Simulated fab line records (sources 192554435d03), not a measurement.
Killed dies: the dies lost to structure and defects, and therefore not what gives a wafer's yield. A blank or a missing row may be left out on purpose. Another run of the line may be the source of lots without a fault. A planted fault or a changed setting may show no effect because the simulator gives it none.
Which tool was responsible? + flow n5Finfet + 54 wafers from 18 lots sampled at 6 of the route's 1938 steps

WHAT EACH GAUGE READ, for each wafer
No reading from a measuring or inspecting step in the record can be judged against a usual standard deviation.

EACH LOT AND THE TOOL THAT RAN IT (in order: tool; ch and the chambers of the sampled wafers; start)
| lot  | N5_BEOL_M5_DESCUM_33              | N5_BEOL_M5_ETCH_75                | N5_BEOL_M5_ETCH_67                | N5_BEOL_M5_STRIP_36               | N5_BEOL_M5_ALD_86                  | N5_BEOL_M5_ANNEAL_49        |
|------|-----------------------------------|-----------------------------------|-----------------------------------|-----------------------------------|------------------------------------|-----------------------------|
| L074 | rieDiel-04 ch 2,3, day 7 23:13    | rieDiel-04 ch 2,3, day 7 23:15    | rieDiel-04 ch 2,3, day 7 23:16    | rieDiel-04 ch 2,3, day 7 23:26    | aldMetal-02 ch 0,2, day 8 00:26    | pvdSputter-03, day 8 01:04  |
| L076 | rieDiel-03 ch 0,1,2, day 8 22:43  | rieDiel-03 ch 0,1,2, day 8 22:46  | rieDiel-03 ch 0,1,2, day 8 22:46  | rieDiel-03 ch 0,1,2, day 8 22:57  | aldMetal-02 ch 1,3, day 8 23:46    | pvdSputter-01, day 9 00:43  |
| L075 | rieDiel-03 ch 1,2,3, day 8 23:11  | rieDiel-03 ch 1,2,3, day 8 23:13  | rieDiel-03 ch 1,2,3, day 8 23:14  | rieDiel-03 ch 1,2,3, day 8 23:24  | aldMetal-04 ch 1,2,3, day 9 00:17  | pvdSputter-02, day 9 02:41  |
| L078 | rieDiel-03 ch 1,2,3, day 9 10:15  | rieDiel-03 ch 1,2,3, day 9 10:17  | rieDiel-03 ch 1,2,3, day 9 10:18  | rieDiel-03 ch 1,2,3, day 9 10:28  | aldMetal-01 ch 1,2, day 9 13:23    | pvdSputter-01, day 9 13:58  |
| L079 | rieDiel-03 ch 0,3, day 10 10:39   | rieDiel-03 ch 0,3, day 10 10:41   | rieDiel-03 ch 0,3, day 10 10:42   | rieDiel-03 ch 0,3, day 10 10:53   | aldMetal-02 ch 0,1,2, day 10 13:24 | pvdSputter-03, day 10 14:04 |
| L080 | rieDiel-04 ch 0,1, day 10 10:41   | rieDiel-04 ch 0,1, day 10 10:43   | rieDiel-04 ch 0,1, day 10 10:44   | rieDiel-04 ch 0,1, day 10 10:55   | aldMetal-01 ch 0,2, day 10 13:26   | pvdSputter-02, day 10 14:07 |
| L082 | rieDiel-05 ch 0,1,2, day 10 13:14 | rieDiel-05 ch 0,1,2, day 10 13:16 | rieDiel-05 ch 0,1,2, day 10 13:17 | rieDiel-05 ch 0,1,2, day 10 13:28 | aldMetal-01 ch 0,2, day 10 16:46   | pvdSputter-01, day 10 17:19 |
| L083 | rieDiel-04 ch 1,2,3, day 10 22:08 | rieDiel-04 ch 1,2,3, day 10 22:10 | rieDiel-04 ch 1,2,3, day 10 22:11 | rieDiel-04 ch 1,2,3, day 10 22:22 | aldMetal-02 ch 0,1,3, day 10 23:47 | pvdSputter-02, day 11 00:24 |
| L084 | rieDiel-05 ch 0,1,2, day 11 17:42 | rieDiel-05 ch 0,1,2, day 11 17:44 | rieDiel-05 ch 0,1,2, day 11 17:45 | rieDiel-05 ch 0,1,2, day 11 17:56 | aldMetal-01 ch 2,3, day 11 18:58   | pvdSputter-03, day 11 19:43 |
| L085 | rieDiel-03 ch 0,1,2, day 11 17:43 | rieDiel-03 ch 0,1,2, day 11 17:45 | rieDiel-03 ch 0,1,2, day 11 17:46 | rieDiel-03 ch 0,1,2, day 11 17:56 | aldMetal-02 ch 1,2, day 11 19:06   | pvdSputter-02, day 11 19:59 |
| L087 | rieDiel-05 ch 0,2,3, day 11 23:17 | rieDiel-05 ch 0,2,3, day 11 23:19 | rieDiel-05 ch 0,2,3, day 11 23:20 | rieDiel-05 ch 0,2,3, day 11 23:31 | aldMetal-04 ch 0,1,3, day 12 00:22 | pvdSputter-01, day 12 01:10 |
| L088 | rieDiel-04 ch 0,1,3, day 11 23:20 | rieDiel-04 ch 0,1,3, day 11 23:22 | rieDiel-04 ch 0,1,3, day 11 23:23 | rieDiel-04 ch 0,1,3, day 11 23:34 | aldMetal-01 ch 0,2,3, day 12 00:50 | pvdSputter-03, day 12 01:40 |
| L089 | rieDiel-04 ch 1,2,3, day 12 05:10 | rieDiel-04 ch 1,2,3, day 12 05:12 | rieDiel-04 ch 1,2,3, day 12 05:13 | rieDiel-04 ch 1,2,3, day 12 05:23 | aldMetal-04 ch 0,1, day 12 06:16   | pvdSputter-03, day 12 06:58 |
| L086 | rieDiel-05 ch 1,2, day 12 05:13   | rieDiel-05 ch 1,2, day 12 05:14   | rieDiel-05 ch 1,2, day 12 05:16   | rieDiel-05 ch 1,2, day 12 05:26   | aldMetal-01 ch 0,1,2, day 12 06:23 | pvdSputter-02, day 12 06:59 |
| L091 | rieDiel-03 ch 0,3, day 12 22:16   | rieDiel-03 ch 0,3, day 12 22:17   | rieDiel-03 ch 0,3, day 12 22:19   | rieDiel-03 ch 0,3, day 12 22:29   | aldMetal-04 ch 0,1,2, day 12 23:46 | pvdSputter-02, day 13 00:33 |
| L093 | rieDiel-04 ch 1,2,3, day 13 14:04 | rieDiel-04 ch 1,2,3, day 13 14:05 | rieDiel-04 ch 1,2,3, day 13 14:07 | rieDiel-04 ch 1,2,3, day 13 14:17 | aldMetal-04 ch 1,2,3, day 13 15:30 | pvdSputter-01, day 13 16:11 |
| L095 | rieDiel-03 ch 0,1,2, day 14 11:40 | rieDiel-03 ch 0,1,2, day 14 11:42 | rieDiel-03 ch 0,1,2, day 14 11:43 | rieDiel-03 ch 0,1,2, day 14 11:54 | aldMetal-01 ch 2,3, day 14 12:47   | pvdSputter-01, day 14 13:31 |
| L094 | rieDiel-03 ch 1,2, day 14 15:04   | rieDiel-03 ch 1,2, day 14 15:06   | rieDiel-03 ch 1,2, day 14 15:07   | rieDiel-03 ch 1,2, day 14 15:17   | aldMetal-01 ch 1,3, day 14 16:34   | pvdSputter-03, day 14 17:31 |
- N5_BEOL_M5_DESCUM_33: chemistry O2, time 7 s.
- N5_BEOL_M5_ETCH_75: etches underlayer in N2/H2, target depth 6.5 nm, time 5.2 s.
- N5_BEOL_M5_ETCH_67: etches SiARC in CF4, target depth 15.6 nm, time 26 s.
- N5_BEOL_M5_STRIP_36: strips in N2/H2.
- N5_BEOL_M5_ALD_86: deposits TaN, pulse time 2 s, purge time 3 s, co reactant purge time 2 s.
- N5_BEOL_M5_ANNEAL_49: time 1800 s.

AS READ BY THE TOOLS THEMSELVES (means over the sampled wafers that have a number; for cases with no such wafer, the mark the record gives instead)
N5_BEOL_M5_DESCUM_33.
| lot  | tool       | chamberPressureMTorr (mTorr) | drypumpMotorCurrentA (A) | o2FlowSccm (sccm) | oesProductAu (a.u.) | rfVppV (V) | showerheadPlenumPTorr (Torr) | tempC (C) | throttleValvePct (%) |
|------|------------|------------------------------|--------------------------|-------------------|---------------------|------------|------------------------------|-----------|----------------------|
| L074 | rieDiel-04 | 19.996                       | 5.0                      | 224.8             | 0.74                | 242.8      | 2.10                         | 39.98     | 20.46                |
| L076 | rieDiel-03 | 19.987                       | 5.7                      | 226.0             | 0.72                | 243.0      | 2.09                         | 39.95     | 20.68                |
| L075 | rieDiel-03 | 20.021                       | 6.2                      | 225.1             | 0.79                | 243.5      | 2.11                         | 40.00     | 20.63                |
| L078 | rieDiel-03 | 19.987                       | 6.1                      | 224.8             | 0.79                | 243.5      | 2.10                         | 40.05     | 20.63                |
| L079 | rieDiel-03 | 19.991                       | 5.4                      | 225.2             | 0.81                | 241.7      | 2.03                         | 39.98     | 20.74                |
| L080 | rieDiel-04 | 20.014                       | 5.2                      | 225.1             | 0.73                | 243.6      | 2.11                         | 40.01     | 20.39                |
| L082 | rieDiel-05 | 19.983                       | 5.5                      | 225.0             | 0.86                | 245.2      | 2.23                         | 39.93     | 20.56                |
| L083 | rieDiel-04 | 19.977                       | 4.9                      | 225.1             | 0.73                | 244.4      | 2.09                         | 39.97     | 20.55                |
| L084 | rieDiel-05 | 20.026                       | 5.5                      | 224.5             | 0.85                | 244.9      | 2.22                         | 40.13     | 20.57                |
| L085 | rieDiel-03 | 19.992                       | 5.7                      | 225.5             | 0.80                | 243.4      | 2.08                         | 39.98     | 20.52                |
| L087 | rieDiel-05 | 19.998                       | 5.6                      | 225.3             | 0.85                | 244.1      | 2.17                         | 40.00     | 20.44                |
| L088 | rieDiel-04 | 20.019                       | 5.0                      | 225.0             | 0.73                | 244.4      | 2.12                         | 40.04     | 20.49                |
| L089 | rieDiel-04 | 19.996                       | 5.0                      | 225.0             | 0.72                | 242.8      | 2.09                         | 39.99     | 20.57                |
| L086 | rieDiel-05 | 19.994                       | 5.4                      | 224.7             | 0.84                | 245.1      | 2.22                         | 40.01     | 20.62                |
| L091 | rieDiel-03 | 19.988                       | 5.4                      | 225.3             | 0.79                | 241.5      | 2.02                         | 40.03     | 20.77                |
| L093 | rieDiel-04 | 20.007                       | 5.0                      | 224.3             | 0.71                | 243.0      | 2.09                         | 39.93     | 20.57                |
| L095 | rieDiel-03 | 20.013                       | 5.7                      | 224.6             | 0.78                | 243.3      | 2.07                         | 39.99     | 20.55                |
| L094 | rieDiel-03 | 20.000                       | 6.1                      | 224.5             | 0.76                | 243.3      | 2.10                         | 39.91     | 20.53                |

N5_BEOL_M5_ETCH_75.
| lot  | tool       | chamberPressureMTorr (mTorr) | drypumpMotorCurrentA (A) | etchRfOnTimeS (s) | oesProductAu (a.u.) | rfVppV (V) | showerheadPlenumPTorr (Torr) | throttleValvePct (%) |
|------|------------|------------------------------|--------------------------|-------------------|---------------------|------------|------------------------------|----------------------|
| L074 | rieDiel-04 | 30.02                        | 5.0                      | 5.31              | 0.62                | 525.0      | 2.56                         | 17.90                |
| L076 | rieDiel-03 | 29.98                        | 5.7                      | 5.20              | 0.61                | 525.3      | 2.52                         | 18.04                |
| L075 | rieDiel-03 | 29.96                        | 6.2                      | 5.21              | 0.67                | 524.0      | 2.54                         | 17.93                |
| L078 | rieDiel-03 | 30.00                        | 6.2                      | 5.19              | 0.67                | 523.8      | 2.54                         | 17.93                |
| L079 | rieDiel-03 | 29.99                        | 5.4                      | 5.21              | 0.69                | 521.7      | 2.45                         | 18.05                |
| L080 | rieDiel-04 | 30.01                        | 5.2                      | 5.30              | 0.62                | 524.3      | 2.58                         | 17.86                |
| L082 | rieDiel-05 | 30.02                        | 5.5                      | 5.13              | 0.73                | 529.0      | 2.69                         | 17.84                |
| L083 | rieDiel-04 | 29.98                        | 5.0                      | 5.24              | 0.62                | 524.0      | 2.55                         | 18.03                |
| L084 | rieDiel-05 | 30.02                        | 5.5                      | 5.11              | 0.72                | 527.5      | 2.68                         | 17.84                |
| L085 | rieDiel-03 | 30.00                        | 5.7                      | 5.16              | 0.67                | 522.7      | 2.52                         | 17.92                |
| L087 | rieDiel-05 | 29.99                        | 5.6                      | 5.21              | 0.72                | 524.7      | 2.61                         | 17.71                |
| L088 | rieDiel-04 | 29.98                        | 5.0                      | 5.26              | 0.62                | 525.5      | 2.60                         | 18.01                |
| L089 | rieDiel-04 | 30.03                        | 5.0                      | 5.24              | 0.61                | 524.1      | 2.55                         | 18.05                |
| L086 | rieDiel-05 | 30.01                        | 5.4                      | 5.07              | 0.72                | 527.7      | 2.68                         | 17.91                |
| L091 | rieDiel-03 | 30.03                        | 5.4                      | 5.21              | 0.67                | 519.9      | 2.44                         | 18.09                |
| L093 | rieDiel-04 | 30.04                        | 5.0                      | 5.24              | 0.61                | 523.8      | 2.55                         | 18.06                |
| L095 | rieDiel-03 | 30.00                        | 5.7                      | 5.16              | 0.66                | 523.8      | 2.51                         | 17.93                |
| L094 | rieDiel-03 | 30.02                        | 6.1                      | 5.24              | 0.64                | 524.2      | 2.54                         | 17.91                |

N5_BEOL_M5_ETCH_67.
| lot  | tool       | cf4FlowSccm (sccm) | chamberPressureMTorr (mTorr) | drypumpMotorCurrentA (A) | etchRfOnTimeS (s) | oesProductAu (a.u.) | rfVppV (V) | showerheadPlenumPTorr (Torr) | throttleValvePct (%) |
|------|------------|--------------------|------------------------------|--------------------------|-------------------|---------------------|------------|------------------------------|----------------------|
| L074 | rieDiel-04 | 100.4              | 39.98                        | 5.0                      | 26.4              | 0.63                | 183.2      | 2.16                         | 15.72                |
| L076 | rieDiel-03 | 99.9               | 39.98                        | 5.7                      | 26.1              | 0.62                | 183.6      | 2.13                         | 15.84                |
| L075 | rieDiel-03 | 99.9               | 40.00                        | 6.1                      | 26.0              | 0.68                | 184.6      | 2.15                         | 15.79                |
| L078 | rieDiel-03 | 100.0              | 40.04                        | 6.1                      | 26.0              | 0.67                | 184.7      | 2.15                         | 15.78                |
| L079 | rieDiel-03 | 100.0              | 39.99                        | 5.4                      | 25.9              | 0.69                | 183.9      | 2.06                         | 15.83                |
| L080 | rieDiel-04 | 99.9               | 40.03                        | 5.2                      | 26.4              | 0.62                | 185.0      | 2.17                         | 15.64                |
| L082 | rieDiel-05 | 99.7               | 40.01                        | 5.5                      | 25.4              | 0.73                | 183.8      | 2.27                         | 15.67                |
| L083 | rieDiel-04 | 100.0              | 40.01                        | 5.0                      | 25.8              | 0.62                | 184.3      | 2.16                         | 15.85                |
| L084 | rieDiel-05 | 100.0              | 39.99                        | 5.5                      | 25.6              | 0.72                | 186.1      | 2.26                         | 15.69                |
| L085 | rieDiel-03 | 99.8               | 39.96                        | 5.7                      | 25.7              | 0.68                | 184.3      | 2.12                         | 15.69                |
| L087 | rieDiel-05 | 100.1              | 39.99                        | 5.6                      | 25.9              | 0.73                | 185.3      | 2.20                         | 15.54                |
| L088 | rieDiel-04 | 99.8               | 40.01                        | 5.0                      | 26.6              | 0.62                | 184.7      | 2.18                         | 15.75                |
| L089 | rieDiel-04 | 100.0              | 40.00                        | 5.0                      | 26.5              | 0.61                | 185.1      | 2.15                         | 15.86                |
| L086 | rieDiel-05 | 99.6               | 40.00                        | 5.4                      | 25.4              | 0.72                | 185.0      | 2.27                         | 15.79                |
| L091 | rieDiel-03 | 100.0              | 40.01                        | 5.4                      | 26.4              | 0.67                | 183.1      | 2.06                         | 15.86                |
| L093 | rieDiel-04 | 100.1              | 40.00                        | 5.0                      | 26.7              | 0.60                | 184.0      | 2.15                         | 15.89                |
| L095 | rieDiel-03 | 100.0              | 40.04                        | 5.7                      | 25.9              | 0.66                | 184.2      | 2.12                         | 15.74                |
| L094 | rieDiel-03 | 99.8               | 39.94                        | 6.1                      | 25.9              | 0.65                | 183.8      | 2.15                         | 15.74                |

N5_BEOL_M5_STRIP_36.
| lot  | tool       | chamberPressureMTorr (mTorr) | drypumpMotorCurrentA (A) | oesProductAu (a.u.) | rfVppV (V) | showerheadPlenumPTorr (Torr) | tempC (C) | throttleValvePct (%) |
|------|------------|------------------------------|--------------------------|---------------------|------------|------------------------------|-----------|----------------------|
| L074 | rieDiel-04 | 20.007                       | 5.0                      | 0.74                | 58.3       | 2.55                         | 40.04     | 23.66                |
| L076 | rieDiel-03 | 19.998                       | 5.7                      | 0.72                | 58.3       | 2.52                         | 40.05     | 23.79                |
| L075 | rieDiel-03 | 20.009                       | 6.2                      | 0.79                | 58.4       | 2.54                         | 40.09     | 23.68                |
| L078 | rieDiel-03 | 19.989                       | 6.2                      | 0.78                | 59.8       | 2.54                         | 39.99     | 23.70                |
| L079 | rieDiel-03 | 20.010                       | 5.4                      | 0.82                | 59.3       | 2.44                         | 40.11     | 23.81                |
| L080 | rieDiel-04 | 19.970                       | 5.2                      | 0.73                | 59.8       | 2.57                         | 40.04     | 23.66                |
| L082 | rieDiel-05 | 20.010                       | 5.5                      | 0.85                | 57.5       | 2.68                         | 39.92     | 23.57                |
| L083 | rieDiel-04 | 19.980                       | 5.0                      | 0.73                | 59.6       | 2.55                         | 40.00     | 23.80                |
| L084 | rieDiel-05 | 19.988                       | 5.5                      | 0.84                | 60.2       | 2.68                         | 40.02     | 23.59                |
| L085 | rieDiel-03 | 19.982                       | 5.7                      | 0.80                | 58.9       | 2.51                         | 39.95     | 23.62                |
| L087 | rieDiel-05 | 20.004                       | 5.7                      | 0.85                | 57.9       | 2.60                         | 40.05     | 23.49                |
| L088 | rieDiel-04 | 20.034                       | 5.1                      | 0.72                | 60.3       | 2.60                         | 40.11     | 23.82                |
| L089 | rieDiel-04 | 19.995                       | 5.0                      | 0.72                | 59.9       | 2.55                         | 40.02     | 23.82                |
| L086 | rieDiel-05 | 20.036                       | 5.4                      | 0.85                | 58.0       | 2.67                         | 39.94     | 23.65                |
| L091 | rieDiel-03 | 19.986                       | 5.4                      | 0.79                | 59.0       | 2.43                         | 40.13     | 23.83                |
| L093 | rieDiel-04 | 19.994                       | 5.0                      | 0.72                | 60.3       | 2.54                         | 40.00     | 23.83                |
| L095 | rieDiel-03 | 20.008                       | 5.7                      | 0.78                | 57.6       | 2.51                         | 40.08     | 23.63                |
| L094 | rieDiel-03 | 20.006                       | 6.1                      | 0.76                | 58.2       | 2.53                         | 40.02     | 23.61                |

N5_BEOL_M5_ALD_86.
| lot  | tool        | heaterPowerW (W) | precursorVesselCarrierSccm (sccm) |
|------|-------------|------------------|-----------------------------------|
| L074 | aldMetal-02 | 385              | 1000.5                            |
| L076 | aldMetal-02 | 380              | 998.0                             |
| L075 | aldMetal-04 | 463              | 996.3                             |
| L078 | aldMetal-01 | 419              | 998.9                             |
| L079 | aldMetal-02 | 386              | 996.7                             |
| L080 | aldMetal-01 | 385              | 999.7                             |
| L082 | aldMetal-01 | 418              | 999.6                             |
| L083 | aldMetal-02 | 387              | 1002.5                            |
| L084 | aldMetal-01 | 432              | 1000.7                            |
| L085 | aldMetal-02 | 377              | 1002.8                            |
| L087 | aldMetal-04 | 444              | 1000.3                            |
| L088 | aldMetal-01 | 413              | 997.6                             |
| L089 | aldMetal-04 | 456              | 1000.8                            |
| L086 | aldMetal-01 | 387              | 1000.4                            |
| L091 | aldMetal-04 | 477              | 1002.5                            |
| L093 | aldMetal-04 | 458              | 997.5                             |
| L095 | aldMetal-01 | 437              | 1000.4                            |
| L094 | aldMetal-01 | 409              | 999.0                             |

N5_BEOL_M5_ANNEAL_49.
| lot  | tool          | heaterPowerW (W) | susceptor_temp_C_max |
|------|---------------|------------------|----------------------|
| L074 | pvdSputter-03 | 776              | 401.2                |
| L076 | pvdSputter-01 | 848              | 400.7                |
| L075 | pvdSputter-02 | 797              | 400.9                |
| L078 | pvdSputter-01 | 884              | 400.9                |
| L079 | pvdSputter-03 | 761              | 401.4                |
| L080 | pvdSputter-02 | 911              | 401.0                |
| L082 | pvdSputter-01 | 844              | 400.8                |
| L083 | pvdSputter-02 | 919              | 401.2                |
| L084 | pvdSputter-03 | 773              | 401.2                |
| L085 | pvdSputter-02 | 853              | 401.0                |
| L087 | pvdSputter-01 | 893              | 401.0                |
| L088 | pvdSputter-03 | 775              | 401.0                |
| L089 | pvdSputter-03 | 772              | 400.9                |
| L086 | pvdSputter-02 | 894              | 401.0                |
| L091 | pvdSputter-02 | 837              | 401.1                |
| L093 | pvdSputter-01 | 893              | 401.4                |
| L095 | pvdSputter-01 | 935              | 401.0                |
| L094 | pvdSputter-03 | 734              | 400.9                |

THE ANSWER, worked out from the rows above alone
Rule: the lots themselves supply what counts as usual. The widest of any qualifying gaps counts: lots, ordered by their means at a reading, are off when they make up no more than a third of the lots, leave a main group of 4 or more, and stand apart from it by 3 or more times the standard deviation of that group's means. If all means in a main group match to the digits the tables above print for the reading, that group is not used. A lot without any number at a reading at which 4 lots or more have one is off too. Where the step has rows for the other lots, those lots are counted as sound. The gauges are gone through in route order, then the tools' own readings, and for those a lot's mean is taken as printed above. At the first step where some lot is off, the reading lying furthest off is the one used; lots without a number count as furthest.
None of the lots is off at any reading shown; this tells nothing.

WHAT THE SIMULATOR PUT IN
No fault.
